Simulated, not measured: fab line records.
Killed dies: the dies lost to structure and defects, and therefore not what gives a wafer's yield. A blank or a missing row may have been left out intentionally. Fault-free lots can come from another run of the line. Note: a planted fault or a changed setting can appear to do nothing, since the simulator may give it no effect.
Matching of chambers | flow nand_harc | 4 sister chambers for NHARC_A_CONTACT_ALD_18 on ald_metal-02
The step deposits TiN, target thk 3 nm, pulse time 1 s, ald cycles 150. 8 wafers are shown with their chamber, then 12 later ones without.

WAFERS PAIRED WITH THEIR CHAMBERS
wafer  | chamber | heater_power_w (W) | precursor_pulse_height_rel
L084.4 | 3       | 885                | 1.012
L084.5 | 0       | 1033               | 1.031
L088.1 | 0       | 1036               | 0.984
L088.2 | 1       | 1296               | 0.984
L088.3 | 2       | 958                | 0.986
L088.4 | 3       | 890                | 1.030
L088.5 | 2       | 921                | 1.015
L088.6 | 1       | 1277               | 1.006

WAFERS WITH NO CHAMBER GIVEN
wafer  | heater_power_w (W) | precursor_pulse_height_rel
L085.4 | 867                | 1.019
L085.5 | 883                | 0.992
L085.6 | 1038               | 0.985
L093.1 | 1274               | 0.991
L093.2 | 941                | 1.002
L093.3 | 1033               | 0.997
L095.2 | 1043               | 0.987
L095.4 | 1300               | 1.027
L095.6 | 930                | 1.022
L089.1 | 861                | 1.017
L089.3 | 1035               | 1.017
L089.6 | 996                | 1.030

WHICH CHAMBER EACH ONE RAN IN
wafer  | from the rows above     | in truth
L085.4 | 3                       | 3
L085.5 | 3                       | 3
L085.6 | 0                       | 0
L093.1 | 1                       | 1
L093.2 | 2                       | 2
L093.3 | 0                       | 0
L095.2 | 0                       | 0
L095.4 | 1                       | 1
L095.6 | can't be placed: 2 or 3 | 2
L089.1 | 3                       | 3
L089.3 | 0                       | 0
L089.6 | can't be placed: 0 or 2 | 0
Correctly placed: 10 of 12. Unplaceable from these rows: 2, with the true chamber sitting among the candidates in 2. Wrongly placed: 0.
How it was worked out, from the rows above alone: a wafer's distance from a chamber is the root of the sum, over the readings, of the square of ((its reading less the chamber's mean) divided by the reading's scatter). If the next closest chamber is less than 2 further off than the closest, the wafer can't be placed; otherwise it belongs to the closest. The mean given for a chamber averages the wafers shown for that chamber. The scatter: the root of (the sum of the squares of (reading less its chamber's mean) over the shown wafers, divided by (wafers less chambers)).
